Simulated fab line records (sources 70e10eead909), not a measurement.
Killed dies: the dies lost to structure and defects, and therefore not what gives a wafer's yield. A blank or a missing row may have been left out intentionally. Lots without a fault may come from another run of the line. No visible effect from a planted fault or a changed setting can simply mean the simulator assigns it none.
Matching of chambers || flow nand harc || NHARC_P_CONTACT_ALD_22 on ald metal-01 has 4 sister chambers
The step deposits TiN, target thk 3 nm, pulse time 1 s, ald cycles 150. 4 wafers are shown with their chamber, then 7 later ones without.

## EACH WAFER AND ITS CHAMBER
{"wafer": "L082.5", "chamber": 0, "heater power w (W)": 945}
{"wafer": "L082.6", "chamber": 1, "heater power w (W)": 878}
{"wafer": "L087.1", "chamber": 2, "heater power w (W)": 1033}
{"wafer": "L087.2", "chamber": 3, "heater power w (W)": 1125}

## WAFERS WHOSE CHAMBER IS MISSING
{"wafer": "L087.3", "heater power w (W)": 933}
{"wafer": "L089.3", "heater power w (W)": 930}
{"wafer": "L089.5", "heater power w (W)": 925}
{"wafer": "L089.6", "heater power w (W)": 1078}
{"wafer": "L092.1", "heater power w (W)": 1013}
{"wafer": "L092.2", "heater power w (W)": 878}
{"wafer": "L092.5", "heater power w (W)": 891}

## THE CHAMBER EACH PASSED THROUGH
{"wafer": "L087.3", "from the rows above": "can't be placed: 0 or 1", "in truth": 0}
{"wafer": "L089.3", "from the rows above": "can't be placed: 0 or 1", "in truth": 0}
{"wafer": "L089.5", "from the rows above": "can't be placed: 0 or 1", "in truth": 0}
{"wafer": "L089.6", "from the rows above": "can't be placed: 2 or 3", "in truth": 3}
{"wafer": "L092.1", "from the rows above": 2, "in truth": 2}
{"wafer": "L092.2", "from the rows above": 1, "in truth": 1}
{"wafer": "L092.5", "from the rows above": "can't be placed: 1 or 0", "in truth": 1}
Placed correctly: 2 of 7. Cannot be placed on the basis of these rows: 5; the candidates contain the true chamber in 5. Placed wrongly: 0.
How it was worked out, from the rows above alone: a wafer's distance from a chamber is the root of the sum, over the readings, of the square of ((its reading less the chamber's mean) divided by the reading's scatter). If the next closest chamber is less than 2 further off than the closest, the wafer can't be placed; otherwise it belongs to the closest. Each chamber's mean is taken over the wafers shown for it. The scatter: root of mean squared gap, hidden wafer to nearest shown wafer, with one shown wafer a chamber.
